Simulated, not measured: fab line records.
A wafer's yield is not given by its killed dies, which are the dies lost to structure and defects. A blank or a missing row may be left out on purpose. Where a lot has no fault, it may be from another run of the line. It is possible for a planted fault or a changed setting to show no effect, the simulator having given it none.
Chamber matching	flow n5Finfet	uvCure-02 running N5_BEOL_M10_CURE_71: 3 sister chambers
The step cures SiCOH lowk, time 240 s. 3 wafers are shown with their chamber, then 11 later ones without.

## WAFERS, EACH WITH ITS CHAMBER
wafer	chamber	wafer_temp_C_max
L084.6	0	386.9
L090.4	2	386.1
L091.2	1	386.4

## WAFERS WITHOUT THEIR CHAMBER
wafer	wafer_temp_C_max
L091.3	385.9
L091.5	386.3
L092.2	385.9
L092.4	386.2
L092.6	386.2
L094.2	386.5
L094.3	386.3
L094.4	385.4
L095.1	386.6
L095.3	387.8
L095.5	386.8

## WHICH CHAMBER EACH ONE RAN IN
wafer	from the rows above	in truth
L091.3	can't be placed: 2 or 1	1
L091.5	can't be placed: 1 or 2 or 0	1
L092.2	can't be placed: 2 or 1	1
L092.4	can't be placed: 2 or 1 or 0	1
L092.6	can't be placed: 2 or 1 or 0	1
L094.2	can't be placed: 1 or 0 or 2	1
L094.3	can't be placed: 1 or 2 or 0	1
L094.4	can't be placed: 2 or 1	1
L095.1	can't be placed: 1 or 0 or 2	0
L095.3	can't be placed: 0 or 1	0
L095.5	can't be placed: 0 or 1 or 2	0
Correctly placed: 0 of 11. Not placeable from these rows: 11 (in 11, the candidates include the true chamber). Number placed wrongly: 0.
How it was worked out, from the rows above alone: a wafer's distance from a chamber is the root of the sum, over the readings, of the square of ((its reading less the chamber's mean) divided by the reading's scatter). The wafer belongs to the nearest chamber; if the next one is less than 2 further off, it can't be placed. For every chamber, the mean is computed from those of its wafers that are shown. The scatter (one wafer shown for each chamber): square how far every hidden wafer sits from the nearest shown wafer, average those squares and take the square root.
